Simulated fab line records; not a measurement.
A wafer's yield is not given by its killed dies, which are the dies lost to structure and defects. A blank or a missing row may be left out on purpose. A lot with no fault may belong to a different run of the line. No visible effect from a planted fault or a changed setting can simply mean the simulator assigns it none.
Code-filled problem report in 8D (eight disciplines) form -- flow nand_harc -- the parts of the form that need people (team, actions taken, sign-off) are left out

== 1. WHAT WENT WRONG ==
Wafers with no fault read 169.5 nm with a standard deviation of 1.4, whereas thk_nm at NHARC_A_BONDPAD_THK_MEAS_20 reads a mean of 106.2 nm on 1 wafer of 1 lot. Measured from the usual mean, that is -45 standard deviations.
The step: measures by xrf.
First seen on wafer L572.4, day 20 21:07, on film_metro-02. At this step, 36 wafers from 12 lots have a number in the record. By rule, "out" or "out of limits" means more than 4 standard deviations away from the usual mean. All remaining wafers that have a number are taken as sound.

== 2. WHAT IT IS AND WHAT IT IS NOT ==
question,is,is not
which readings at this step,thk_nm,-
which lots,L572,"L559, L560, L561, L562, L563, L564, L565, L575, L576, L577, L582"
which wafers of those lots,L572.4,"L572.2, L572.5"
read on which gauges,film_metro-02,film_metro-01
when,from day 20 21:07,"up to then (23 sound wafers); but 12 sound wafers of L575, L576, L577, L582 came after"

== 3. WHAT RULES OUT EACH SUSPECT ==
Counting: if a tool at a process step up to the reading ran every lot that is out, it stays a suspect. Sound lots after the first of them don't rule it out here, since some wafers of a struck lot are sound.
- the gauge at NHARC_A_BONDPAD_THK_MEAS_20 has been ruled out. All the wafers that are out were read on film_metro-02, but those of them that NHARC_END_SORT_01 has rows for are out there too, on other tools.
- rie_diel-07 at NHARC_A_BONDPAD_ETCH_34 (etches the open film in N2/H2, target depth 60 nm, overetch 18 nm, time 65.91 s): kept. It ran the lot that is out, L572 (day 20 18:50); its last sound lot up to then is L565 (day 20 00:57).
- pvd_sputter-03 at NHARC_A_BONDPAD_DEGAS_25 (time 60 s): kept. It ran the lot that is out, L572 (day 20 19:42); its last sound lot up to then is L565 (day 20 01:49).
- pvd_sputter-03 at NHARC_A_BONDPAD_PVD_27 (deposits Cu, target thk 30 nm, time 20.49 s): kept. It ran the lot that is out, L572 (day 20 20:07); its last sound lot up to then is L560 (day 18 15:05). NHARC_A_BONDPAD_PVD_27 gives no start for some lots, so the hours and the order of its lots are those of NHARC_A_BONDPAD_ECD_18.
- ecd_cu-02 at NHARC_A_BONDPAD_ECD_18 (material Cu, target thk 400 nm): kept. It ran the lot that is out, L572 (day 20 20:07); its last sound lot up to then is L565 (day 20 02:19).
Left after counting: rie_diel-07 at NHARC_A_BONDPAD_ETCH_34, pvd_sputter-03 at NHARC_A_BONDPAD_DEGAS_25, pvd_sputter-03 at NHARC_A_BONDPAD_PVD_27, ecd_cu-02 at NHARC_A_BONDPAD_ECD_18.

== 4. THE CAUSE (what the simulator had put in) ==
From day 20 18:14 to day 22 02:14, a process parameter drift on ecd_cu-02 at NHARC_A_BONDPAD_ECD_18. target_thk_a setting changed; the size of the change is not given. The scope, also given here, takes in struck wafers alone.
This tool is one of the 4 suspects left after counting.

== 5. THE EFFECT CHAIN, in route order ==
Each row: a reading whose mean over the struck wafers that have a number lies more than 3 standard deviations from the usual. Only readings for which the record gives a usual standard deviation are gone through. hours: the time from each lot's start at the first step in this table that gives one to its start at this step, as a median over the lots. sigmas: the change in usual standard deviations.
hours,step,reading,usual,on struck wafers,change,sigmas
0,NHARC_A_BONDPAD_THK_MEAS_20,thk_nm,169.5 nm,106.2,-63.3,-45
33,NHARC_END_SORT_01,defect_limited_yield,95.6 %,0.0,-95.6,-68
33,NHARC_END_SORT_01,killed_at_array,25,673,+648,+70
33,NHARC_END_SORT_01,killed_dies,30,677,+647,+67
33,NHARC_END_SORT_01,sort_bin_2_pct,1.4 %,98.7,+97.3,+99 or more
33,NHARC_END_SORT_01,sort_n_pass,647,0,-647,-67
33,NHARC_END_SORT_01,sort_rim_yield_pct,94 %,0,-94,-28
33,NHARC_END_SORT_01,sort_yield_pct,95.6 %,0.0,-95.6,-68

== 6. HOW IT WOULD HAVE BEEN CAUGHT EARLIER ==
Counted from the fault's start at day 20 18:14, it took 3 hours until the first out-of-limits reading at a measuring or inspecting step in this record, taken at day 20 21:07.
The start of NHARC_A_BONDPAD_ECD_18 on ecd_cu-02 came by day 20 21:07 for every one of the lots that are out (1). Holding the tool at that point would not have protected any of them.
